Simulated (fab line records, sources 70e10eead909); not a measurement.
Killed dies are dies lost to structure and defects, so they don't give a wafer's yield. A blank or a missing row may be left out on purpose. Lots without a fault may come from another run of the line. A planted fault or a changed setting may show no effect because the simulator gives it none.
Chamber matching | flow nand_harc | NHARC_A_M1_CMP_23 on cmp-02: 4 sister chambers
The step polishes, t overpolish 20 s, target thk 154.34 nm. 8 wafers are shown with their chamber, then 10 later ones without.

WAFERS WITH THEIR CHAMBER
wafer  | chamber | motor_current_A (A) | time_to_endpoint_s (s)
L082.3 | 3       | 10.5                | 25.5
L082.5 | 2       | 12.0                | 32.5
L087.5 | 2       | 12.0                | 34.5
L086.1 | 0       | 11.2                | 34.3
L086.2 | 3       | 9.8                 | 28.2
L086.4 | 1       | 12.5                | 31.2
L088.2 | 0       | 10.8                | 31.8
L088.4 | 1       | 12.8                | 31.6

WAFERS WITHOUT THEIR CHAMBER
wafer  | motor_current_A (A) | time_to_endpoint_s (s)
L088.6 | 10.0                | 27.3
L092.1 | 12.8                | 34.0
L092.3 | 9.7                 | 30.2
L092.5 | 9.6                 | 28.6
L094.3 | 9.9                 | 23.9
L094.4 | 12.4                | 28.4
L094.6 | 12.3                | 30.6
L097.1 | 12.1                | 31.9
L097.2 | 9.9                 | 25.7
L097.6 | 9.6                 | 23.9

WHICH CHAMBER EACH WENT THROUGH
wafer  | from the rows above     | in truth
L088.6 | 3                       | 3
L092.1 | can't be placed: 1 or 2 | 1
L092.3 | can't be placed: 3 or 0 | 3
L092.5 | 3                       | 3
L094.3 | 3                       | 3
L094.4 | can't be placed: 1 or 2 | 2
L094.6 | can't be placed: 1 or 2 | 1
L097.1 | can't be placed: 2 or 1 | 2
L097.2 | 3                       | 3
L097.6 | 3                       | 3
Placed correctly: 5 of 10. Can't be placed from these rows: 5 (the true chamber is among the candidates in 5). Placed wrongly: 0.
How it was worked out, from the rows above alone: a wafer's distance from a chamber is the root of the sum, over the readings, of the square of ((its reading less the chamber's mean) divided by the reading's scatter). The wafer belongs to the nearest chamber; if the next one is less than 2 further off, it can't be placed. A chamber's mean is the mean of its shown wafers. The scatter: the root of (the sum of the squares of (reading less its chamber's mean) over the shown wafers, divided by (wafers less chambers)).
